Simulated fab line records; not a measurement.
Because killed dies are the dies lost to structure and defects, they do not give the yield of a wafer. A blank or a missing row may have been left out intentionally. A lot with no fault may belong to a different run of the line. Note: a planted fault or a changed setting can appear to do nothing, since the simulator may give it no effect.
Matching of chambers / flow n5 finfet / N5_FIN_CUT_CUT_ETCH_28 on rie si-05: 4 sister chambers
The step etches Si in HBr/Cl2/O2, target depth 6 nm, time 2.4 s. 8 wafers are shown with their chamber, then 10 later ones without.

WAFERS, EACH WITH ITS CHAMBER
wafer=L076.6; chamber=3; drypump motor current A (A)=6.1; throttle valve pct (%)=36.75
wafer=L080.1; chamber=2; drypump motor current A (A)=4.9; throttle valve pct (%)=36.71
wafer=L080.3; chamber=3; drypump motor current A (A)=6.1; throttle valve pct (%)=36.73
wafer=L080.5; chamber=2; drypump motor current A (A)=4.9; throttle valve pct (%)=36.72
wafer=L082.1; chamber=1; drypump motor current A (A)=5.8; throttle valve pct (%)=36.69
wafer=L082.5; chamber=0; drypump motor current A (A)=6.0; throttle valve pct (%)=36.85
wafer=L084.1; chamber=0; drypump motor current A (A)=6.0; throttle valve pct (%)=36.85
wafer=L084.4; chamber=1; drypump motor current A (A)=5.7; throttle valve pct (%)=36.70

WAFERS WITH NO CHAMBER GIVEN
wafer=L084.5; drypump motor current A (A)=4.9; throttle valve pct (%)=36.72
wafer=L090.1; drypump motor current A (A)=6.0; throttle valve pct (%)=36.84
wafer=L090.2; drypump motor current A (A)=5.8; throttle valve pct (%)=36.70
wafer=L090.3; drypump motor current A (A)=4.9; throttle valve pct (%)=36.74
wafer=L091.1; drypump motor current A (A)=5.8; throttle valve pct (%)=36.69
wafer=L091.4; drypump motor current A (A)=6.0; throttle valve pct (%)=36.84
wafer=L091.6; drypump motor current A (A)=4.9; throttle valve pct (%)=36.71
wafer=L095.2; drypump motor current A (A)=6.1; throttle valve pct (%)=36.72
wafer=L095.3; drypump motor current A (A)=4.9; throttle valve pct (%)=36.72
wafer=L095.6; drypump motor current A (A)=4.9; throttle valve pct (%)=36.71

EACH ONE'S CHAMBER
wafer=L084.5; from the rows above=2; in truth=2
wafer=L090.1; from the rows above=0; in truth=0
wafer=L090.2; from the rows above=1; in truth=1
wafer=L090.3; from the rows above=2; in truth=2
wafer=L091.1; from the rows above=1; in truth=1
wafer=L091.4; from the rows above=0; in truth=0
wafer=L091.6; from the rows above=2; in truth=2
wafer=L095.2; from the rows above=3; in truth=3
wafer=L095.3; from the rows above=2; in truth=2
wafer=L095.6; from the rows above=2; in truth=2
10 of 10 placed correctly. Not placeable from these rows: 0. Wrongly placed: 0.
How it was worked out, from the rows above alone: a wafer's distance from a chamber is the root of the sum, over the readings, of the square of ((its reading less the chamber's mean) divided by the reading's scatter). If the next closest chamber is less than 2 further off than the closest, the wafer can't be placed; otherwise it belongs to the closest. For every chamber, the mean is computed from those of its wafers that are shown. The scatter: take each reading less its chamber's mean, square it, sum over the shown wafers, divide by the number of wafers less the number of chambers, and take the root.
